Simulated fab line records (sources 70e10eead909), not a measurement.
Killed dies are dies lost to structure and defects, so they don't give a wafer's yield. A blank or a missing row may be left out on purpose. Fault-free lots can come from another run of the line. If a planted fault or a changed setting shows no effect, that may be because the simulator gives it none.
fab line records | flow nand_harc | part 1 of 2: steps 1 to 31 of 41
[record] lots = 5 | wafers = 15 | last_day = 33
route steps=1302 shown P_STI@92 P_GATE@110
lots that met no fault: taken from a fault-free run of the same line
start_h: hours from the record's first day to the start of the lot's first wafer shown | wait_h: hours since the lot's step before | " unchanged from the row above | L1.1+2: a single row standing in for several wafers | - either no value or no given start | * or withheld: withheld | < > ~ a bound
route shown NAME@n: NAME is a module with steps in the file, n the number in the route of the first one | usual: mean and standard deviation over wafers with no fault | same: alike in all rows | chamber/n: place in a boat | sites: readings site by site | _std_site: their standard deviation | _edge_site: outer sites' mean less inner sites' | radius_mm: for every site, how far away it sits from the centre of the wafer | mask NAME#n: copy n | behind: the tool/chamber that last shaped the wafer | hold: the reason the lot was held/the length of the hold in hours/how it ended | device: which transistor (n, p or np) failed to switch | end of line: tests of these same wafers at the route's end | step lacking rows: just its recipe | killed: count of dies lost to structure and defects at first sort (not the wafer's yield) | map: dies across one wafer; x = killed, . = not, _ = none there
set.NAME: the setting that was run; set.NAME@STEP: the one run at that earlier step | model.NAME: the simulator's own value behind a step, which no gauge read
lots seen at some steps along the route; tables by step, rows by wafer
services: from which hour (start_h, from the record's first day; less than 0 if before it) a tool's chamber was out of use, for how many hours, and why
[[steps]]
[step NHARC_P_STI_OCD_MEAS_17]
[usual] trench_depth_nm = 301/5.5 | trench_foot_cd_nm = 158.5/2.1
lot.wafer | tool   | chamber | start_h | wait_h | trench_depth_nm | trench_foot_cd_nm
L074.1    | ocd-02 | -       | 51.00   | 0.1    | 288             | 160.8
L074.3    | "      | -       | "       | "      | 305             | 158.8
L074.4    | "      | -       | "       | "      | 293             | 159.7
L077.1    | ocd-01 | -       | 76.43   | 0.1    | 307             | 160.9
L077.2    | "      | -       | "       | "      | 295             | 162.6
L077.3    | "      | -       | "       | "      | 303             | 160.9
L078.3    | ocd-02 | -       | 87.40   | 0.1    | 310             | 157.0
L078.4    | "      | -       | "       | "      | 292             | 162.8
L078.6    | "      | -       | "       | "      | 314             | 156.0
L085.1    | ocd-02 | -       | 159.64  | 0.1    | 310             | 157.8
L085.4    | "      | -       | "       | "      | 297             | 160.6
L085.6    | "      | -       | "       | "      | 297             | 156.7
L095.1    | ocd-01 | -       | 254.42  | 0.1    | 301             | 163.2
L095.2    | "      | -       | "       | "      | 302             | 161.5
L095.6    | "      | -       | "       | "      | 297             | 163.5
[step NHARC_P_STI_STRIP_19]
[recipe] time_s = 900 | temp_c = 130 | chemistry = SPM
lot.wafer  | tool         | chamber | start_h | wait_h
L074.4+1+3 | wet_bench-06 | 2,3,6   | 51.05   | 0.0
L077.1+3+2 | wet_bench-06 | 4,5,7   | 76.50   | 0.1
L078.6+3+4 | wet_bench-06 | 7,0,1   | 87.46   | 0.1
L085.1+4+6 | wet_bench-02 | 4,5,6   | 159.72  | 0.1
L095.1+6+2 | wet_bench-06 | 2,3,4   | 254.49  | 0.1
[step NHARC_P_STI_PRECLEAN_32]
[recipe] time_s = * | temp_c = 50 | bath_age_min = 0 | chemistry = SC1
lot.wafer  | tool         | chamber | start_h | wait_h
L074.4+1+3 | wet_bench-06 | 2,3,6   | -       | -
L077.1+3+2 | wet_bench-06 | 4,5,7   | -       | -
L078.6+3+4 | wet_bench-06 | 7,0,1   | -       | -
L085.1+4+6 | wet_bench-02 | 4,5,6   | -       | -
L095.1+6+2 | wet_bench-06 | 2,3,4   | -       | -
[step NHARC_P_STI_SRD_23]
lot.wafer  | tool         | chamber | start_h | wait_h
L074.4+1+3 | wet_bench-06 | 2,3,6   | -       | -
L077.1+3+2 | wet_bench-06 | 4,5,7   | -       | -
L078.6+3+4 | wet_bench-06 | 7,0,1   | -       | -
L085.1+4+6 | wet_bench-02 | 4,5,6   | -       | -
L095.1+6+2 | wet_bench-06 | 2,3,4   | -       | -
[step NHARC_P_STI_OCD_MEAS_43]
[usual] trench_depth_nm = 301/5.5 | trench_foot_cd_nm = 158.5/2
lot.wafer | tool   | chamber | start_h | wait_h | trench_depth_nm | trench_foot_cd_nm
L074.1    | ocd-01 | -       | 51.51   | -      | 288             | 160.3
L074.3    | "      | -       | "       | "      | 304             | 158.6
L074.4    | "      | -       | "       | "      | 293             | 159.6
L077.1    | ocd-02 | -       | 76.93   | -      | 307             | 161.1
L077.2    | "      | -       | "       | "      | 295             | 162.6
L077.3    | "      | -       | "       | "      | 302             | 160.7
L078.3    | ocd-01 | -       | 87.90   | -      | 311             | 156.9
L078.4    | "      | -       | "       | "      | 292             | 161.9
L078.6    | "      | -       | "       | "      | 314             | 156.0
L085.1    | ocd-01 | -       | 160.16  | -      | 309             | 157.2
L085.4    | "      | -       | "       | "      | 297             | 160.3
L085.6    | "      | -       | "       | "      | 296             | 156.9
L095.1    | ocd-02 | -       | 254.94  | -      | 301             | 163.1
L095.2    | "      | -       | "       | "      | 302             | 160.7
L095.6    | "      | -       | "       | "      | 297             | 163.5
[step NHARC_P_STI_OXIDE_33]
[recipe] target_thk_a = 100 | temp_c = 1000 | ox_time_s = 281 | material = SiO2
[usual] spike_tc_lower_C = 999.3/1.4 | tube_center_temp_C = 999.99/0.088 | zone_power_bottom_pct = 35/5.1
[same] ox_time_s = 281
lot.wafer | tool       | chamber | start_h | wait_h | spike_tc_lower_C | tube_center_temp_C | zone_power_bottom_pct
L074.1    | furnace-05 | 0       | 55.42   | 3.9    | 1000.6           | 999.88             | 30
L074.3    | "          | 0       | "       | "      | 1000.9           | 999.92             | 30
L074.4    | "          | 0       | "       | "      | 999.8            | 1000               | 31
L077.1    | furnace-04 | 0       | 81.04   | 4.1    | 998.4            | 1000               | 42
L077.2    | "          | 0       | "       | "      | 999.0            | 999.98             | 43
L077.3    | "          | 0       | "       | "      | 999.6            | 1000.1             | 43
L078.3    | furnace-02 | 0       | 91.59   | 3.7    | 999.4            | 999.99             | 33
L078.4    | "          | 0       | "       | "      | 998.1            | 999.91             | 33
L078.6    | "          | 0       | "       | "      | 999.9            | 999.95             | 34
L085.1    | furnace-02 | 0       | 163.85  | 3.7    | 999.3            | 999.97             | 33
L085.4    | "          | 0       | "       | "      | 998.4            | 1000.1             | 33
L085.6    | "          | 0       | "       | "      | 1000.2           | 1000.1             | 34
L095.1    | furnace-02 | 0       | 259.84  | 4.9    | 998.1            | 999.96             | 34
L095.2    | "          | 0       | "       | "      | 1001.3           | 999.8              | 33
L095.6    | "          | 0       | "       | "      | 1000.1           | 999.93             | 33
[step NHARC_P_STI_HDPCVD_20]
[recipe] target_thk_a = withheld | sigma_open_frac = withheld | material = SiO2
lot.wafer  | tool      | chamber | start_h | wait_h
L074.1+3+4 | hdpcvd-01 | 0,0,1   | 60.13   | 0.4
L077.2+1+3 | hdpcvd-01 | 0,1,1   | 85.77   | 0.4
L078.3+4+6 | hdpcvd-01 | 0,1,0   | 96.39   | 0.5
L085.1+4+6 | hdpcvd-01 | 0       | 168.56  | 0.4
L095.2+1+6 | hdpcvd-01 | 1,0,0   | 264.60  | 0.4
[step NHARC_P_STI_ANNEAL_34]
[recipe] temp_c = 1000 | time_s = 1800
[usual] spike_tc_lower_C = 999.3/1.4 | tube_center_temp_C = 1000/0.094 | zone_power_bottom_pct = 36/5.2
lot.wafer | tool       | chamber | start_h | wait_h | spike_tc_lower_C | tube_center_temp_C | zone_power_bottom_pct
L074.1    | furnace-02 | 0       | 66.41   | 6.2    | 998.6            | 1000               | 33
L074.3    | "          | 0       | "       | "      | 998.0            | 999.86             | 33
L074.4    | "          | 0       | "       | "      | 998.5            | 1000               | 34
L077.1    | furnace-05 | 0       | 89.32   | 3.4    | 1001.3           | 1000.1             | 31
L077.2    | "          | 0       | "       | "      | 1000.6           | 1000.1             | 30
L077.3    | "          | 0       | "       | "      | 1000.0           | 999.99             | 30
L078.3    | furnace-04 | 0       | 102.81  | 6.3    | 998.1            | 999.95             | 43
L078.4    | "          | 0       | "       | "      | 998.1            | 1000               | 43
L078.6    | "          | 0       | "       | "      | 998.1            | 1000               | 43
L085.1    | furnace-05 | 0       | 172.63  | 4.0    | 1003.6           | 1000               | 30
L085.4    | "          | 0       | "       | "      | 1000.6           | 1000               | 30
L085.6    | "          | 0       | "       | "      | 1002.3           | 1000               | 31
L095.1    | furnace-05 | 0       | 269.32  | 4.6    | 1000.2           | 1000.1             | 31
L095.2    | "          | 0       | "       | "      | 999.0            | 999.88             | 30
L095.6    | "          | 0       | "       | "      | 999.9            | 1000.1             | 31
[step NHARC_P_STI_CMP_21]
[recipe] t_overpolish_s = 20 | target_thk_nm = 380.67
[usual] motor_current_A = 12.2/1.1 | overpolish_run_s = 20.000/0.0082
lot.wafer | tool   | chamber | start_h | wait_h | motor_current_A | overpolish_run_s
L074.3    | cmp-04 | 0       | 71.25   | 0.4    | 11.8            | 19.995
L074.1    | "      | 1       | "       | "      | 10.2            | 20.019
L074.4    | "      | 2       | "       | "      | 13.5            | 20.007
L077.2    | cmp-02 | 3       | 94.21   | 0.4    | 12.1            | 20.002
L077.1    | "      | 0       | "       | "      | 12.0            | 20.016
L077.3    | "      | 1       | "       | "      | 12.6            | 19.999
L078.4    | cmp-04 | 2       | 107.76  | 0.4    | 12.9            | 20.018
L078.3    | "      | 3       | "       | "      | 14.1            | 20.008
L078.6    | "      | 1       | "       | "      | 9.8             | 20.009
L085.1    | cmp-02 | 2       | 177.51  | 0.4    | 11.2            | 19.993
L085.4    | "      | 3       | "       | "      | 13.2            | 20.003
L085.6    | "      | 2       | "       | "      | 11.3            | 20.001
L095.2    | cmp-02 | 0       | 274.24  | 0.4    | 12.2            | 19.994
L095.1    | "      | 1       | "       | "      | 12.7            | 20.003
L095.6    | "      | 3       | "       | "      | 12.1            | 19.998
[step NHARC_P_STI_SRD_35]
lot.wafer  | tool         | chamber | start_h | wait_h
L074.4+1+3 | wet_bench-06 | 2,3,4   | 71.55   | 0.0
L077.3+1+2 | wet_bench-09 | 1,3,4   | 94.51   | 0.0
L078.6+3+4 | wet_bench-02 | 3,4,5   | 108.02  | 0.0
L085.6+1+4 | wet_bench-06 | 6,1,2   | 177.83  | 0.1
L095.6+1+2 | wet_bench-06 | 7,0,1   | 274.50  | 0.0
[step NHARC_P_STI_ETCH_36]
[recipe] target_depth_a = 388 | chemistry = dHF | material = SiO2
lot.wafer  | tool         | chamber | start_h | wait_h
L074.4+1+3 | wet_bench-06 | 2,3,4   | 71.57   | 0.0
L077.3+1+2 | wet_bench-09 | 1,3,4   | 94.53   | 0.0
L078.6+3+4 | wet_bench-02 | 3,4,5   | 108.04  | 0.0
L085.6+1+4 | wet_bench-06 | 6,1,2   | 177.85  | 0.0
L095.6+1+2 | wet_bench-06 | 7,0,1   | 274.52  | 0.0
[step NHARC_P_STI_STRIP_24]
[recipe] temp_c = 160 | chemistry = H3PO4 | material = Si3N4
lot.wafer  | tool         | chamber | start_h | wait_h
L074.4+1+3 | wet_bench-06 | 2,3,4   | 71.59   | 0.0
L077.3+1+2 | wet_bench-09 | 1,3,4   | 94.54   | 0.0
L078.6+3+4 | wet_bench-02 | 3,4,5   | 108.07  | 0.0
L085.6+1+4 | wet_bench-06 | 6,1,2   | 177.87  | 0.0
L095.6+1+2 | wet_bench-06 | 7,0,1   | 274.54  | 0.0
[step NHARC_P_STI_ETCH_37]
[recipe] target_depth_a = 110 | chemistry = dHF | material = SiO2
lot.wafer  | tool         | chamber | start_h | wait_h
L074.4+1+3 | wet_bench-06 | 2,3,4   | -       | -
L077.3+1+2 | wet_bench-09 | 1,3,4   | -       | -
L078.6+3+4 | wet_bench-02 | 3,4,5   | -       | -
L085.6+1+4 | wet_bench-06 | 6,1,2   | -       | -
L095.6+1+2 | wet_bench-06 | 7,0,1   | -       | -
[step NHARC_P_STI_PRECLEAN_38]
[recipe] time_s = * | temp_c = 50 | bath_age_min = 0 | chemistry = SC1
lot.wafer  | tool         | chamber | start_h | wait_h
L074.4+1+3 | wet_bench-06 | 2,3,4   | -       | -
L077.3+1+2 | wet_bench-09 | 1,3,4   | -       | -
L078.6+3+4 | wet_bench-02 | 3,4,5   | -       | -
L085.6+1+4 | wet_bench-06 | 6,1,2   | -       | -
L095.6+1+2 | wet_bench-06 | 7,0,1   | -       | -
[step NHARC_P_STI_SRD_39]
lot.wafer  | tool         | chamber | start_h | wait_h
L074.4+1+3 | wet_bench-06 | 2,3,4   | -       | -
L077.3+1+2 | wet_bench-09 | 1,3,4   | -       | -
L078.6+3+4 | wet_bench-02 | 3,4,5   | -       | -
L085.6+1+4 | wet_bench-06 | 6,1,2   | -       | -
L095.6+1+2 | wet_bench-06 | 7,0,1   | -       | -
[step NHARC_P_STI_OXIDE_40]
[recipe] target_thk_a = 100 | temp_c = 900 | ox_time_s = 1362 | material = SiO2
[usual] spike_tc_lower_C = 899.5/1.2 | tube_center_temp_C = 900/0.084 | zone_power_bottom_pct = 27/3.8
[same] ox_time_s = 1362
lot.wafer | tool       | chamber | start_h | wait_h | spike_tc_lower_C | tube_center_temp_C | zone_power_bottom_pct
L074.1    | furnace-04 | 0       | 77.39   | -      | 900.5            | 900.04             | 34
L074.3    | "          | 0       | "       | "      | 898.4            | 900.05             | 34
L074.4    | "          | 0       | "       | "      | 896.8            | 900.1              | 34
L077.1    | furnace-05 | 0       | 95.61   | -      | 901.9            | 899.88             | 24
L077.2    | "          | 0       | "       | "      | 898.9            | 900                | 24
L077.3    | "          | 0       | "       | "      | 900.8            | 900.14             | 24
L078.3    | furnace-02 | 0       | 112.87  | -      | 899.9            | 899.96             | 26
L078.4    | "          | 0       | "       | "      | 898.5            | 899.91             | 27
L078.6    | "          | 0       | "       | "      | 900.8            | 899.98             | 26
L085.1    | furnace-04 | 0       | 182.91  | -      | 897.8            | 899.9              | 34
L085.4    | "          | 0       | "       | "      | 900.2            | 900.01             | 34
L085.6    | "          | 0       | "       | "      | 899.2            | 900.03             | 34
L095.1    | furnace-02 | 0       | 278.94  | -      | 898.3            | 899.87             | 26
L095.2    | "          | 0       | "       | "      | 900.0            | 900.01             | 26
L095.6    | "          | 0       | "       | "      | 900.7            | 900.05             | 26
[step NHARC_P_STI_INSPECT_25]
[usual] raw_defect_count = 230/79
lot.wafer | tool              | chamber | start_h | wait_h | raw_defect_count
L074.1    | defect_inspect-01 | -       | 81.40   | 0.4    | 286
L074.3    | "                 | -       | "       | "      | 247
L074.4    | "                 | -       | "       | "      | 273
L077.1    | defect_inspect-02 | -       | 99.70   | 0.4    | 197
L077.2    | "                 | -       | "       | "      | 250
L077.3    | "                 | -       | "       | "      | 310
L078.3    | defect_inspect-02 | -       | 116.94  | 0.4    | 175
L078.4    | "                 | -       | "       | "      | 212
L078.6    | "                 | -       | "       | "      | 207
L085.1    | defect_inspect-01 | -       | 186.99  | 0.4    | 134
L085.4    | "                 | -       | "       | "      | 166
L085.6    | "                 | -       | "       | "      | 137
L095.1    | defect_inspect-02 | -       | 282.98  | 0.4    | 179
L095.2    | "                 | -       | "       | "      | 276
L095.6    | "                 | -       | "       | "      | 293
[step NHARC_P_GATE_ETCH_69]
[recipe] target_depth_a = 140 | chemistry = dHF | material = SiO2
lot.wafer  | tool         | chamber | start_h | wait_h
L074.4+1+3 | wet_bench-01 | 4,6,7   | 81.47   | 0.1
L077.2+1+3 | wet_bench-03 | 3,4,0   | 99.75   | 0.0
L078.3+6+4 | wet_bench-03 | 0,2,3   | 116.99  | 0.0
L085.6+4+1 | wet_bench-01 | 2,3,5   | 187.07  | 0.1
L095.2+1+6 | wet_bench-04 | 3,5,0   | 283.03  | 0.0
[step NHARC_P_GATE_PRECLEAN_70]
[recipe] time_s = * | temp_c = 50 | bath_age_min = 0 | chemistry = SC1
lot.wafer  | tool         | chamber | start_h | wait_h
L074.4+1+3 | wet_bench-01 | 4,6,7   | 81.55   | 0.1
L077.2+1+3 | wet_bench-03 | 3,4,0   | 99.94   | 0.2
L078.3+6+4 | wet_bench-03 | 0,2,3   | 117.09  | 0.1
L085.6+4+1 | wet_bench-01 | 2,3,5   | 187.14  | 0.1
L095.2+1+6 | wet_bench-04 | 3,5,0   | 283.14  | 0.1
[step NHARC_P_GATE_SRD_01]
lot.wafer  | tool         | chamber | start_h | wait_h
L074.4+1+3 | wet_bench-01 | 4,6,7   | -       | -
L077.2+1+3 | wet_bench-03 | 3,4,0   | -       | -
L078.3+6+4 | wet_bench-03 | 0,2,3   | -       | -
L085.6+4+1 | wet_bench-01 | 2,3,5   | -       | -
L095.2+1+6 | wet_bench-04 | 3,5,0   | -       | -
[step NHARC_P_GATE_OXIDE_02]
[recipe] target_thk_a = 375 | temp_c = 950 | p_h2o_torr = 720 | ox_time_s = 365 | material = SiO2
[usual] spike_tc_lower_C = 951.1/1.7 | tube_center_temp_C = 949.99/0.085 | zone_power_bottom_pct = 30.7/0.67
[same] ox_time_s = 365
lot.wafer | tool       | chamber | start_h | wait_h | spike_tc_lower_C | tube_center_temp_C | zone_power_bottom_pct
L074.1    | furnace-08 | 0       | 85.13   | -      | 954.1            | 950.01             | 29.7
L074.3    | "          | 0       | "       | "      | 951.7            | 949.98             | 30.5
L074.4    | "          | 0       | "       | "      | 953.2            | 949.99             | 30.1
L077.1    | furnace-03 | 0       | 103.19  | -      | 950.5            | 949.98             | 31.7
L077.2    | "          | 0       | "       | "      | 950.0            | 950.14             | 31.7
L077.3    | "          | 0       | "       | "      | 951.1            | 949.97             | 31.4
L078.3    | furnace-03 | 0       | 121.33  | -      | 951.8            | 949.96             | 31.1
L078.4    | "          | 0       | "       | "      | 950.6            | 949.96             | 31.6
L078.6    | "          | 0       | "       | "      | 951.7            | 949.94             | 31.1
L085.1    | furnace-03 | 0       | 192.91  | -      | 949.8            | 949.99             | 31.2
L085.4    | "          | 0       | "       | "      | 949.0            | 949.96             | 31.3
L085.6    | "          | 0       | "       | "      | 949.3            | 949.93             | 31.7
L095.1    | furnace-03 | 0       | 285.03  | -      | 951.3            | 950.11             | 31.3
L095.2    | "          | 0       | "       | "      | 951.8            | 950.07             | 31.2
L095.6    | "          | 0       | "       | "      | 951.2            | 950.04             | 31.4
[step NHARC_P_GATE_DEHYDRATE_03]
[recipe] temp_c = 150 | time_s = 120
[usual] heater_power_total_W = 182.5/1.3 | resist_line_temp_C = 23.00/0.1
lot.wafer | tool           | chamber | start_h | wait_h | heater_power_total_W | resist_line_temp_C
L074.1    | litho_track-02 | 0       | 89.68   | 0.4    | 181.8                | 23.07
L074.3    | "              | 0       | "       | "      | 181.0                | 23.01
L074.4    | "              | 0       | "       | "      | 183.0                | 22.93
L077.1    | litho_track-07 | 0       | 107.77  | 0.4    | 181.3                | 23.10
L077.2    | "              | 0       | "       | "      | 182.5                | 23.08
L077.3    | "              | 0       | "       | "      | 182.3                | 23.09
L078.3    | litho_track-03 | 0       | 125.92  | 0.4    | 180.4                | 23.12
L078.4    | "              | 0       | "       | "      | 183.8                | 23.06
L078.6    | "              | 0       | "       | "      | 182.1                | 22.98
L085.1    | litho_track-07 | 0       | 197.50  | 0.4    | 184.1                | 22.99
L085.4    | "              | 0       | "       | "      | 181.1                | 22.99
L085.6    | "              | 0       | "       | "      | 184.5                | 22.81
L095.1    | litho_track-03 | 0       | 289.61  | 0.4    | 184.7                | 23.11
L095.2    | "              | 0       | "       | "      | 183.3                | 23.05
L095.6    | "              | 0       | "       | "      | 182.8                | 23.09
[step NHARC_P_GATE_HMDS_04]
[recipe] time_s = 30
[usual] resist_line_temp_C = 23.00/0.11
lot.wafer | tool           | chamber | start_h | wait_h | resist_line_temp_C
L074.1    | litho_track-02 | 0       | -       | -      | 22.85
L074.3    | "              | 0       | "       | "      | 22.98
L074.4    | "              | 0       | "       | "      | 23.01
L077.1    | litho_track-07 | 0       | -       | -      | 23.03
L077.2    | "              | 0       | "       | "      | 23.01
L077.3    | "              | 0       | "       | "      | 22.97
L078.3    | litho_track-03 | 0       | -       | -      | 23.25
L078.4    | "              | 0       | "       | "      | 23.15
L078.6    | "              | 0       | "       | "      | 23.38
L085.1    | litho_track-07 | 0       | -       | -      | 23.06
L085.4    | "              | 0       | "       | "      | 22.99
L085.6    | "              | 0       | "       | "      | 23.04
L095.1    | litho_track-03 | 0       | -       | -      | 22.90
L095.2    | "              | 0       | "       | "      | 22.94
L095.6    | "              | 0       | "       | "      | 23.03
[step NHARC_P_GATE_COAT_05]
[recipe] spin_rpm = 4690
[usual] resist_line_temp_C = 22.98/0.1 | spin_speed_rpm = 4690/3.8
lot.wafer | tool           | chamber | start_h | wait_h | resist_line_temp_C | spin_speed_rpm
L074.1    | litho_track-02 | 0       | -       | -      | 22.96              | 4690
L074.3    | "              | 0       | "       | "      | 23.08              | 4691
L074.4    | "              | 0       | "       | "      | 23.01              | 4691
L077.1    | litho_track-07 | 0       | -       | -      | 23.04              | 4695
L077.2    | "              | 0       | "       | "      | 22.92              | 4689
L077.3    | "              | 0       | "       | "      | 22.77              | 4691
L078.3    | litho_track-03 | 0       | -       | -      | 22.96              | 4686
L078.4    | "              | 0       | "       | "      | 22.91              | 4692
L078.6    | "              | 0       | "       | "      | 22.96              | 4687
L085.1    | litho_track-07 | 0       | -       | -      | 22.74              | 4687
L085.4    | "              | 0       | "       | "      | 22.84              | 4690
L085.6    | "              | 0       | "       | "      | 22.75              | 4693
L095.1    | litho_track-03 | 0       | -       | -      | 22.92              | 4696
L095.2    | "              | 0       | "       | "      | 22.95              | 4687
L095.6    | "              | 0       | "       | "      | 22.86              | 4692
[step NHARC_P_GATE_SOFTBAKE_06]
[recipe] temp_c = 122 | time_s = 95
[usual] heater_power_total_W = 160.0/0.5 | resist_line_temp_C = 23.01/0.11
lot.wafer | tool           | chamber | start_h | wait_h | heater_power_total_W | resist_line_temp_C
L074.1    | litho_track-02 | 0       | -       | -      | 160.6                | 22.82
L074.3    | "              | 0       | "       | "      | 160.6                | 22.94
L074.4    | "              | 0       | "       | "      | 159.3                | 23.02
L077.1    | litho_track-07 | 0       | -       | -      | 160.6                | 22.95
L077.2    | "              | 0       | "       | "      | 159.9                | 23.05
L077.3    | "              | 0       | "       | "      | 159.3                | 23.07
L078.3    | litho_track-03 | 0       | -       | -      | 159.3                | 23.05
L078.4    | "              | 0       | "       | "      | 160.6                | 23.02
L078.6    | "              | 0       | "       | "      | 160.0                | 23.08
L085.1    | litho_track-07 | 0       | -       | -      | 159.9                | 23.21
L085.4    | "              | 0       | "       | "      | 160.4                | 23.02
L085.6    | "              | 0       | "       | "      | 159.8                | 22.96
L095.1    | litho_track-03 | 0       | -       | -      | 159.9                | 23.01
L095.2    | "              | 0       | "       | "      | 159.9                | 22.89
L095.6    | "              | 0       | "       | "      | 160.5                | 22.97
[step NHARC_P_GATE_EBR_07]
[usual] resist_line_temp_C = 23.00/0.11
lot.wafer | tool           | chamber | start_h | wait_h | resist_line_temp_C
L074.1    | litho_track-02 | 0       | -       | -      | 22.91
L074.3    | "              | 0       | "       | "      | 23.02
L074.4    | "              | 0       | "       | "      | 22.99
L077.1    | litho_track-07 | 0       | -       | -      | 22.80
L077.2    | "              | 0       | "       | "      | 22.91
L077.3    | "              | 0       | "       | "      | 22.92
L078.3    | litho_track-03 | 0       | -       | -      | 23.09
L078.4    | "              | 0       | "       | "      | 23.14
L078.6    | "              | 0       | "       | "      | 23.12
L085.1    | litho_track-07 | 0       | -       | -      | 22.99
L085.4    | "              | 0       | "       | "      | 22.95
L085.6    | "              | 0       | "       | "      | 23.00
L095.1    | litho_track-03 | 0       | -       | -      | 22.89
L095.2    | "              | 0       | "       | "      | 23.04
L095.6    | "              | 0       | "       | "      | 23.07
[step NHARC_P_GATE_EXPOSE_08]
[recipe] na = 0.6 | dose_mj = 16.75 | mask_id = P_HV
lot.wafer  | tool           | chamber | start_h | wait_h | mask
L074.1+3+4 | krf_scanner-02 | 0       | 89.82   | -      | P_HV#0
L077.1+2+3 | krf_scanner-02 | 0       | 108.20  | -      | P_HV#0
L078.3+4+6 | krf_scanner-02 | 0       | 126.08  | -      | P_HV#0
L085.1+4+6 | krf_scanner-02 | 0       | 197.77  | -      | P_HV#0
L095.1+2+6 | krf_scanner-01 | 0       | 290.04  | -      | P_HV#0
[step NHARC_P_GATE_PEB_09]
[recipe] peb_temp_c = 118 | peb_time_s = 85
[usual] heater_power_total_W = 163.98/0.27 | resist_line_temp_C = 23.02/0.11
[same] peb_time_s = 85
lot.wafer | tool           | chamber | start_h | wait_h | heater_power_total_W | resist_line_temp_C
L074.1    | litho_track-07 | 0       | 89.89   | 0.1    | 164.28               | 23.02
L074.3    | "              | 0       | "       | "      | 163.65               | 22.93
L074.4    | "              | 0       | "       | "      | 164.09               | 23.03
L077.1    | litho_track-07 | 0       | 108.27  | 0.1    | 163.69               | 23.06
L077.2    | "              | 0       | "       | "      | 163.67               | 23.01
L077.3    | "              | 0       | "       | "      | 163.73               | 23.02
L078.3    | litho_track-07 | 0       | 126.13  | 0.1    | 164.35               | 23.12
L078.4    | "              | 0       | "       | "      | 164.37               | 23.22
L078.6    | "              | 0       | "       | "      | 163.74               | 23.33
L085.1    | litho_track-03 | 0       | 197.83  | 0.1    | 164.28               | 22.97
L085.4    | "              | 0       | "       | "      | 163.59               | 22.94
L085.6    | "              | 0       | "       | "      | 163.63               | 22.97
L095.1    | litho_track-03 | 0       | 290.11  | 0.1    | 164.39               | 23.04
L095.2    | "              | 0       | "       | "      | 164.13               | 23.03
L095.6    | "              | 0       | "       | "      | 164.29               | 23.12
[step NHARC_P_GATE_DEVELOP_10]
[recipe] time_s = 70
[usual] resist_line_temp_C = 23.00/0.1
lot.wafer | tool           | chamber | start_h | wait_h | resist_line_temp_C
L074.1    | litho_track-07 | 0       | -       | -      | 22.96
L074.3    | "              | 0       | "       | "      | 23.23
L074.4    | "              | 0       | "       | "      | 22.90
L077.1    | litho_track-07 | 0       | -       | -      | 22.91
L077.2    | "              | 0       | "       | "      | 22.89
L077.3    | "              | 0       | "       | "      | 22.84
L078.3    | litho_track-07 | 0       | -       | -      | 22.97
L078.4    | "              | 0       | "       | "      | 23.10
L078.6    | "              | 0       | "       | "      | 22.90
L085.1    | litho_track-03 | 0       | -       | -      | 22.99
L085.4    | "              | 0       | "       | "      | 22.97
L085.6    | "              | 0       | "       | "      | 22.89
L095.1    | litho_track-03 | 0       | -       | -      | 22.99
L095.2    | "              | 0       | "       | "      | 23.00
L095.6    | "              | 0       | "       | "      | 23.10
[step NHARC_P_GATE_CD_MEAS_11]
[recipe] target_cd_nm = 1640 | landing_energy_ev = 500
[usual] cd_nm = 1639.9/1.4
lot.wafer | tool      | chamber | start_h | wait_h | cd_nm
L074.1    | cd_sem-03 | 0       | 89.98   | -      | 1638.6
L074.3    | "         | 0       | "       | "      | 1639.2
L074.4    | "         | 0       | "       | "      | 1640.4
L077.1    | cd_sem-03 | 0       | 108.36  | -      | 1638.0
L077.2    | "         | 0       | "       | "      | 1639.8
L077.3    | "         | 0       | "       | "      | 1639.7
L078.3    | cd_sem-03 | 0       | 126.24  | -      | 1638.9
L078.4    | "         | 0       | "       | "      | 1639.8
L078.6    | "         | 0       | "       | "      | 1640.9
L085.1    | cd_sem-03 | 0       | 197.92  | -      | 1640.5
L085.4    | "         | 0       | "       | "      | 1636.8
L085.6    | "         | 0       | "       | "      | 1643.5
L095.1    | cd_sem-03 | 0       | 290.20  | -      | 1638.2
L095.2    | "         | 0       | "       | "      | 1638.9
L095.6    | "         | 0       | "       | "      | 1638.4
[step NHARC_P_GATE_HARDBAKE_12]
[recipe] temp_c = 125 | time_s = 80
[usual] heater_power_total_W = 183.9/0.76 | resist_line_temp_C = 23.01/0.097
lot.wafer | tool           | chamber | start_h | wait_h | heater_power_total_W | resist_line_temp_C
L074.1    | litho_track-03 | 0       | 90.06   | -      | 184.1                | 22.87
L074.3    | "              | 0       | "       | "      | 183.1                | 22.90
L074.4    | "              | 0       | "       | "      | 183.3                | 22.85
L077.1    | litho_track-03 | 0       | 108.44  | -      | 183.2                | 23.07
L077.2    | "              | 0       | "       | "      | 184.6                | 23.02
L077.3    | "              | 0       | "       | "      | 182.8                | 22.97
L078.3    | litho_track-03 | 0       | 126.32  | -      | 184.7                | 23.05
L078.4    | "              | 0       | "       | "      | 183.3                | 23.03
L078.6    | "              | 0       | "       | "      | 184.2                | 22.90
L085.1    | litho_track-07 | 0       | 198.00  | -      | 183.8                | 23.07
L085.4    | "              | 0       | "       | "      | 183.7                | 22.95
L085.6    | "              | 0       | "       | "      | 185.0                | 23.17
L095.1    | litho_track-07 | 0       | 290.28  | -      | 183.3                | 23.07
L095.2    | "              | 0       | "       | "      | 183.8                | 23.00
L095.6    | "              | 0       | "       | "      | 184.9                | 23.05
